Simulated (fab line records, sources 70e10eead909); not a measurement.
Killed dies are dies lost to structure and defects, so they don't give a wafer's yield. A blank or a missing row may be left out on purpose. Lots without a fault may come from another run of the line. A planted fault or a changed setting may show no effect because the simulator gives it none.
Which tool did it? | flow nand_harc | 10 lots, 30 wafers sampled, at 5 steps of a route of 1302

WHAT THE GAUGES READ, wafer by wafer
NHARC_END_SORT_01.
lot  | measured     | on        | killed_at_array | killed_at_other | killed_at_periphery | killed_dies | killed_open | killed_short
L718 | day 30 14:56 | prober-02 | 39 40 46        | 0 0 0           | 3 5 6               | 42 45 52    | 6 2 1       | 2 4 4
L721 | day 31 09:43 | prober-02 | 82 60 65        | 2 1 0           | 4 6 2               | 88 67 67    | 6 3 0       | 4 0 4

WHICH TOOL RAN EACH LOT (tool, then ch and the chambers of the sampled wafers, then the start)
lot  | NHARC_P_ZERO_WELL_ETCH_65          | NHARC_P_ZERO_WELL_ETCH_63        | NHARC_P_STI_DESCUM_14              | NHARC_P_GATE_HM_OPEN_105
L704 | rie_diel-09 ch 0,2, day 1 21:32    | rie_si-02 ch 0,3, day 1 21:43    | rie_diel-01 ch 1,2, day 3 00:38    | rie_diel-03 ch 1,2,3, no start
L708 | rie_diel-13 ch 0,2,3, day 3 13:35  | rie_si-02 ch 0,2, day 3 13:47    | rie_diel-01 ch 2,3, day 4 10:27    | rie_diel-03 ch 1,3, no start
L714 | rie_diel-13 ch 1,3, day 6 01:31    | rie_si-02 ch 1,2,3, day 6 01:43  | rie_diel-04 ch 0,3, day 7 02:40    | rie_diel-03 ch 2,3, no start
L718 | rie_diel-13 ch 1,2,3, day 7 17:55  | rie_si-02 ch 0,1,3, day 7 18:06  | rie_diel-11 ch 2,3, day 8 12:19    | rie_diel-03 ch 1,2,3, day 30 14:56 or earlier
L721 | rie_diel-02 ch 0,2, day 8 23:30    | rie_si-03 ch 1,3, day 8 23:43    | rie_diel-11 ch 0,1,2, day 9 20:31  | rie_diel-05 ch 1,2,3, day 31 09:43 or earlier
L722 | rie_diel-02 ch 1,2, day 9 09:33    | rie_si-03 ch 0,1,3, day 9 09:45  | rie_diel-01 ch 0,2,3, day 10 07:23 | rie_diel-07 ch 1,2, no start
L723 | rie_diel-02 ch 1,2,3, day 9 19:30  | rie_si-02 ch 0,3, day 9 19:40    | rie_diel-11 ch 0,1,2, day 10 16:49 | rie_diel-05 ch 0,2, no start
L725 | rie_diel-13 ch 0,1,3, day 10 15:30 | rie_si-01 ch 0,2,3, day 10 15:54 | rie_diel-11 ch 0,1,2, day 11 12:33 | rie_diel-07 ch 1,2, no start
L726 | rie_diel-13 ch 0,1,2, day 11 01:22 | rie_si-03 ch 1,3, day 11 01:33   | rie_diel-01 ch 0,1,3, day 12 02:08 | rie_diel-03 ch 0,2,3, no start
L727 | rie_diel-13 ch 1,2,3, day 11 11:25 | rie_si-01 ch 0,1,2, day 11 11:35 | rie_diel-01 ch 1,3, day 12 10:14   | rie_diel-05 ch 1,2,3, no start
- NHARC_P_ZERO_WELL_ETCH_65: etches the open film in N2/H2, target depth 80 nm, overetch 24 nm, time 87.88 s.
- NHARC_P_ZERO_WELL_ETCH_63: etches the open film in HBr/Cl2, target depth 120 nm, time 40.1 s.
- NHARC_P_STI_DESCUM_14: chemistry O2, time 3 s.
- NHARC_P_GATE_HM_OPEN_105: chemistry O2/COS, target depth 360 nm.

WHAT THE TOOLS THEMSELVES READ (means of the sampled wafers that have a number; where no wafer has one, the mark that the record gives instead)
NHARC_P_ZERO_WELL_ETCH_65.
lot  | tool        | chamber_pressure_mTorr (mTorr) | drypump_motor_current_A (A) | oes_product_au (a.u.) | rf_vpp_V (V) | run_length_s (s) | showerhead_plenum_p_Torr (Torr) | throttle_valve_pct (%)
L704 | rie_diel-09 | 30.003                         | 6.3                         | 1.003                 | 431.1        | 109.7            | 2.08                            | 14.176
L708 | rie_diel-13 | 30.007                         | 5.9                         | 1.005                 | 431.3        | 109.5            | 2.08                            | 14.177
L714 | rie_diel-13 | 29.979                         | 5.9                         | 1.003                 | 431.9        | 109.4            | 2.10                            | 14.175
L718 | rie_diel-13 | 30.020                         | 5.9                         | 1.000                 | 430.2        | 104.3            | 2.06                            | 14.167
L721 | rie_diel-02 | 29.982                         | 6.1                         | 1.007                 | 427.1        | 109.5            | 1.93                            | 14.178
L722 | rie_diel-02 | 29.995                         | 5.4                         | 1.017                 | 428.7        | 109.2            | 1.98                            | 14.168
L723 | rie_diel-02 | 29.990                         | 5.5                         | 1.003                 | 430.9        | 109.2            | 2.04                            | 14.167
L725 | rie_diel-13 | 30.010                         | 5.9                         | 1.006                 | 432.1        | 109.1            | 2.11                            | 14.169
L726 | rie_diel-13 | 30.011                         | 5.9                         | 0.991                 | 431.5        | 109.2            | 2.07                            | 14.173
L727 | rie_diel-13 | 30.006                         | 5.9                         | 1.011                 | 430.2        | 109.3            | 2.06                            | 14.172

NHARC_P_ZERO_WELL_ETCH_63.
lot  | tool      | chamber_pressure_mTorr (mTorr) | drypump_motor_current_A (A) | oes_product_au (a.u.) | throttle_valve_pct (%)
L704 | rie_si-02 | 14.996                         | 5.4                         | 0.999                 | 26.404
L708 | rie_si-02 | 15.001                         | 5.5                         | 0.996                 | 26.397
L714 | rie_si-02 | 15.017                         | 5.7                         | 1.008                 | 26.406
L718 | rie_si-02 | 15.000                         | 5.5                         | 0.997                 | 26.402
L721 | rie_si-03 | 15.017                         | 6.1                         | 0.999                 | 26.405
L722 | rie_si-03 | 15.013                         | 5.6                         | 0.997                 | 26.402
L723 | rie_si-02 | 15.005                         | 5.4                         | 1.003                 | 26.407
L725 | rie_si-01 | 14.985                         | 5.7                         | 1.006                 | 26.408
L726 | rie_si-03 | 14.998                         | 5.8                         | 1.002                 | 26.407
L727 | rie_si-01 | 15.009                         | 6.1                         | 1.005                 | 26.411

NHARC_P_STI_DESCUM_14.
lot  | tool        | chamber_pressure_mTorr (mTorr) | drypump_motor_current_A (A) | oes_product_au (a.u.) | rf_vpp_V (V) | showerhead_plenum_p_Torr (Torr) | throttle_valve_pct (%)
L704 | rie_diel-01 | 60.03                          | 5.74                        | 0.997                 | 57.4         | 1.80                            | 11.305
L708 | rie_diel-01 | 59.99                          | 5.89                        | 1.011                 | 57.5         | 1.80                            | 11.307
L714 | rie_diel-04 | 60.00                          | 5.45                        | 1.008                 | 57.2         | 1.87                            | 11.315
L718 | rie_diel-11 | 60.00                          | 5.65                        | 0.991                 | 58.2         | 2.01                            | 11.316
L721 | rie_diel-11 | 60.03                          | 5.52                        | 1.001                 | 57.4         | 1.97                            | 11.309
L722 | rie_diel-01 | 59.97                          | 5.87                        | 1.001                 | 57.1         | 1.82                            | 11.310
L723 | rie_diel-11 | 60.00                          | 5.52                        | 1.000                 | 58.0         | 1.97                            | 11.314
L725 | rie_diel-11 | 60.00                          | 5.52                        | 1.014                 | 57.5         | 1.97                            | 11.309
L726 | rie_diel-01 | 59.95                          | 5.96                        | 0.990                 | 57.2         | 1.82                            | 11.306
L727 | rie_diel-01 | 59.97                          | 6.00                        | 1.009                 | 58.4         | 1.80                            | 11.319

NHARC_P_GATE_HM_OPEN_105.
lot  | tool        | chamber_pressure_mTorr (mTorr) | drypump_motor_current_A (A) | oes_product_au (a.u.) | rf_vpp_V (V) | showerhead_plenum_p_Torr (Torr) | throttle_valve_pct (%)
L704 | rie_diel-03 | 20.004                         | 5.7                         | 1.000                 | 465.0        | 3.01                            | 28.327
L708 | rie_diel-03 | 19.984                         | 6.0                         | 0.997                 | 465.4        | 3.06                            | 28.334
L714 | rie_diel-03 | 20.007                         | 6.0                         | 0.990                 | 463.9        | 2.99                            | 28.332
L718 | rie_diel-03 | 20.005                         | 5.7                         | 1.006                 | 464.7        | 3.01                            | 28.329
L721 | rie_diel-05 | 20.014                         | 6.2                         | 1.002                 | 467.2        | 3.13                            | 28.328
L722 | rie_diel-07 | 20.013                         | 5.9                         | 0.998                 | 469.4        | 3.24                            | 28.328
L723 | rie_diel-05 | 19.990                         | 5.9                         | 0.998                 | 469.1        | 3.21                            | 28.335
L725 | rie_diel-07 | 19.998                         | 6.1                         | 1.008                 | 469.3        | 3.26                            | 28.327
L726 | rie_diel-03 | 20.010                         | 5.8                         | 1.010                 | 464.6        | 3.00                            | 28.341
L727 | rie_diel-05 | 19.997                         | 6.2                         | 0.998                 | 466.8        | 3.13                            | 28.326

THE ANSWER, worked out from the rows above alone
Rule: what is usual is taken from the lots themselves. Put in order of their means at a reading, lots are off if they are a third of the lots or fewer, leave a main group of 4 or more, and stand apart from it by a gap of 3 or more times the standard deviation of the main group's means; of several such gaps the widest counts. A main group whose means are all the same, to the digits that the tables above print for the reading, isn't used. A lot without any number at a reading at which 4 lots or more have one is off too. The other lots that the step has rows for count as sound. The gauges are gone through in route order, then the tools' own readings, and for those a lot's mean is taken as printed above. The first step at which some lot is off is used, and at that step the reading that is off furthest; a lot without a number counts as furthest.
Off: L718, at NHARC_P_ZERO_WELL_ETCH_65 (run_length_s). The main group: mean 109.3 s, standard deviation 0.18.
A tool fits if, at that step or a process step before it, it ran every lot that is off, and no sound lot after the first of them. None of those tried fits.

WHAT THE SIMULATOR HAD PUT IN
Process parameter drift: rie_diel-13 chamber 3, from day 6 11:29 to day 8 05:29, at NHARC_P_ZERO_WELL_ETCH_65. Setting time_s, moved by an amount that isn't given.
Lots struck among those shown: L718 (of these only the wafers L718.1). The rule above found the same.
